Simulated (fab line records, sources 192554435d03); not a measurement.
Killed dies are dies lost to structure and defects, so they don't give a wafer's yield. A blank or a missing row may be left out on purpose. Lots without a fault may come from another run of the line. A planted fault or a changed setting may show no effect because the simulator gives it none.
Split-lot experiment | flow n5_finfet | 7 lots, 21 wafers read, on a route of 1938 steps

THE SPLIT
At N5_BEOL_M0_SAQP_EXPOSE_11 (exposes mask M0 CORE, target cd 42 nm), the setting dose_mj was moved away from the recipe's 55 on 10 of the 21 wafers read, by -7.3% to +7.2%. The other wafers ran this setting at the recipe's value.

FROM THE SPLIT TO THE READING: what the file shows between them, 1 step
- N5_BEOL_M0_SAQP_DEVELOP_13: develop time 30 s (also split here: develop_time_s)

THE READING
cd_nm, in nm, at N5_BEOL_M0_SAQP_CD_MEAS_14 (target cd 42.5 nm). Fault-free wafers of this fab line usually give 42.5 nm, standard deviation 0.35 nm.

wafer  | tool, chamber at the split | dose_mj as run | against the recipe | cd_nm, nm | against lot-mates on the recipe
L077.1 | arfi_scanner-01, 0         | 55             | recipe             | 42.4      | -
L077.4 | arfi_scanner-01, 0         | 55             | recipe             | 41.7      | -
L077.5 | arfi_scanner-01, 0         | 55             | recipe             | 42.8      | -
L081.1 | arfi_scanner-02, 0         | 55             | recipe             | 42.2      | -
L081.2 | arfi_scanner-02, 0         | 51.41          | -6.5%              | 45.0      | +2.8
L081.3 | arfi_scanner-02, 0         | 51.41          | -6.5%              | 44.6      | +2.4
L083.1 | arfi_scanner-03, 0         | 55             | recipe             | 42.7      | -
L083.3 | arfi_scanner-03, 0         | 53.24          | -3.2%              | 44.0      | +1.1
L083.4 | arfi_scanner-03, 0         | 55             | recipe             | 43.0      | -
L085.1 | arfi_scanner-01, 0         | 51             | -7.3%              | 44.9      | +2.6
L085.3 | arfi_scanner-01, 0         | 51             | -7.3%              | 44.6      | +2.3
L085.4 | arfi_scanner-01, 0         | 55             | recipe             | 42.3      | -
L095.1 | arfi_scanner-01, 0         | 58.98          | +7.2%              | 40.3      | -2.5
L095.5 | arfi_scanner-01, 0         | 55             | recipe             | 42.8      | -
L095.6 | arfi_scanner-01, 0         | 58.98          | +7.2%              | 40.4      | -2.4
L096.1 | arfi_scanner-02, 0         | 56.54          | +2.8%              | 41.4      | -0.2
L096.2 | arfi_scanner-02, 0         | 55             | recipe             | 41.6      | -
L096.5 | arfi_scanner-02, 0         | 56.54          | +2.8%              | 41.4      | -0.2
L097.3 | arfi_scanner-02, 0         | 53.38          | -2.9%              | 43.3      | +1.0
L097.5 | arfi_scanner-02, 0         | 55             | recipe             | 42.6      | -
L097.6 | arfi_scanner-02, 0         | 55             | recipe             | 42.0      | -

THE FIT
A straight line over all 21 wafers: cd_nm changes by -0.326 nm for each +1% of dose_mj; r = -0.96; the points scatter about the line by 0.39 nm.
The same after taking each lot's own level away (the mean of its wafers on the recipe; 21 wafers): -0.337 nm for each +1%; r = -0.97; scatter 0.34 nm.
On that fit, the largest move of dose_mj shifts the reading by 2.4 nm.
The lots' own levels span 41.60 to 42.85 nm, that is 3.6 times the standard deviation above.
So the lot-to-lot level changes the slope little: the two slopes agree.
Check: with one of the wafers moved furthest among these (-7.3%) left out of the fit, the line predicts +2.55 nm for it against its lot-mates. It came out at +2.6 nm against them.

OTHER SPLITS ON THESE WAFERS
These wafers also went through other splits before the reading. Each is held against what the fit with the lots' levels taken away leaves over:
other split on the same wafers            | wafers away from the commonest value | r with cd_nm (lot level and that fit taken away)
N5_SDB_ETCH_18 source_w                   | 12                                   | +0.39
N5_HKMG_FIN_CMP_23 platen_rpm             | 6                                    | +0.29
N5_GATE_CUT_COAT_27 spin_rpm              | 7                                    | +0.05
N5_GATE_CUT_ETCH_36 cf4_flow_sccm         | 7                                    | +0.06
N5_MOL_CONTACT_COAG_ALD_27 time_s         | 4                                    | -0.14
N5_MOL_CONTACT_COAG_VIA_ETCH_117 bias_w   | 4                                    | +0.01
N5_BEOL_M0_SAQP_DEVELOP_13 develop_time_s | 6                                    | +0.18

THE FILE'S OWN FIT
cd_nm changes by -0.342 nm for each +1% of dose_mj, r = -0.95.
